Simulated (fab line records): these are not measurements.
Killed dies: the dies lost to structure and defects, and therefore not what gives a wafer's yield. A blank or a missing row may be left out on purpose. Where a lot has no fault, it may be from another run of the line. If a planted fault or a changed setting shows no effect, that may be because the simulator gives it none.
Comparing a struck lot with a sound one    flow n5_finfet    15 steps out of a route of 1938
Sound: these wafers, L310.2, L310.5, L310.6. Struck: wafer L326.1; the same lot's L326.3 was not struck, so it is left out; see the end for the cause.
For every step that has rows: the tool of each side, followed by ch and its chambers, followed by its first start. Under that, the readings that differ: sound wafers    struck wafers    difference of the means    sigmas: that difference in standard deviations of wafers without a fault.
alike: readings whose means differ by less than 2 such deviations, and words and numbers that are the same on both sides. not compared: withheld readings, readings that some wafer has no value for, bounds like >300 that may hide the same value, and numbers for which the record gives no deviation and whose values overlap.
The two part at a step that has a row with sigmas, a row that says differs or no value, or rows on one side only. When numbers do not overlap yet have no deviation, they are printed without sigmas and do not part them. A reading that every wafer of one side lacks parts them only if that side has two wafers or more.

first, 7 steps without rows for these wafers: N5_BEOL_M1_COAT_76 (time 60 s, resist thk 5 nm); N5_BEOL_M1_COAT_22 (resist thk 30 nm); N5_BEOL_M1_EBR_24; N5_BEOL_M1_SOFTBAKE_23 (time 60 s); N5_BEOL_M1_EXPOSE_25 (exposes mask V0, defocus 5 nm, target cd 24 nm); N5_BEOL_M1_PEB_26 (peb time 60 s); N5_BEOL_M1_DEVELOP_27 (develop time 30 s).
N5_BEOL_M1_CD_MEAS_28: target cd y 23.3 nm.
  sound on cd_sem-03 ch 0, day 7 12:10; struck on cd_sem-01 ch 0, day 11 05:32
  alike: cd_nm
N5_BEOL_M1_OVL_MEAS_29:
  sound on overlay-02 ch 0, day 7 12:11; struck on overlay-01 ch 0, day 11 05:35
  alike: V0_OVL
N5_BEOL_M1_INSPECT_30: inspects for defects (brightfield).
  sound: defect_inspect-01 at day 7 12:14; struck: defect_inspect-01 at day 11 05:38
  alike: raw_defect_count
N5_BEOL_M1_DESCUM_33: chemistry O2, time 7 s.
  sound on rie_diel-03 ch 0,2,3, day 7 12:17; struck on rie_diel-03 ch 1, day 11 05:40
reading                      sound           struck  difference  sigmas
drypump_motor_current_A (A)  5.9 6.2 6.0     5.2     -0.8        -2
oes_product_au (a.u.)        0.85 0.84 0.88  0.68    -0.18       -2
  alike: rf_vpp_V, showerhead_plenum_p_Torr, throttle_valve_pct
  not compared: rf_hours_counter_h
N5_BEOL_M1_ETCH_77: etches underlayer in N2/H2, target depth 6.5 nm, time 5.2 s.
  sound on rie_diel-03 ch 0,2,3, day 7 12:19; struck on rie_diel-03 ch 1, day 11 05:42
reading                      sound        struck  difference  sigmas
drypump_motor_current_A (A)  5.9 6.2 6.0  5.2     -0.8        -2
  alike: etch_rf_on_time_s, oes_product_au, rf_vpp_V, showerhead_plenum_p_Torr, throttle_valve_pct
  not compared: rf_hours_counter_h
N5_BEOL_M1_ETCH_69: etches SiARC in CF4, target depth 15.6 nm, time 26 s.
  sound on rie_diel-03 ch 0,2,3, day 7 12:20; struck on rie_diel-03 ch 1, day 11 05:43
reading                      sound           struck  difference  sigmas
drypump_motor_current_A (A)  5.9 6.2 6.0     5.2     -0.8        -2
etch_rf_on_time_s (s)        25.7 25.8 26.2  19.9    -6.0        -16
  alike: oes_product_au, rf_vpp_V, showerhead_plenum_p_Torr, throttle_valve_pct
  not compared: rf_hours_counter_h
N5_BEOL_M1_ALD_98: deposits SiO2, target thk 2.5 nm, pulse time 1 s, co reactant pulse time 1 s.
  sound on ald_sin-03 ch 0,2,3, day 7 12:25; struck on ald_sin-04 ch 3, day 11 05:48
  alike: heater_power_w, precursor_pulse_height_rel
-- record jumps: 5 days separate the struck wafers' starts on either side; left off in module BEOL_M1, taken up again in module BEOL_M4, whose first shown step is the route's number 1111 --
N5_BEOL_M4_RC_MEAS_101:
  sound on prober-01 ch 0, day 11 10:23; struck on prober-01 ch 0, day 16 08:12
reading         sound                 struck  difference  sigmas
DIBL_P (mV/V)   35.8 33.5 35.7        39.4    +4.4        +3
IOFF_N (nA/um)  0.146 0.128 0.151     0.209   +0.067      +4
IOFF_P (nA/um)  0.193 0.167 0.195     0.284   +0.099      +4
VT_P (mV)       -250.5 -251.9 -252.7  -244.7  +7.0        +2
  alike: DIBL_N, ION_N, ION_P, SS_N, SS_P, VT_N

## WHERE THEY PART
At N5_BEOL_M1_DESCUM_33 first; at N5_BEOL_M4_RC_MEAS_101 last (within this record only).

WHY: whatever the simulator had introduced
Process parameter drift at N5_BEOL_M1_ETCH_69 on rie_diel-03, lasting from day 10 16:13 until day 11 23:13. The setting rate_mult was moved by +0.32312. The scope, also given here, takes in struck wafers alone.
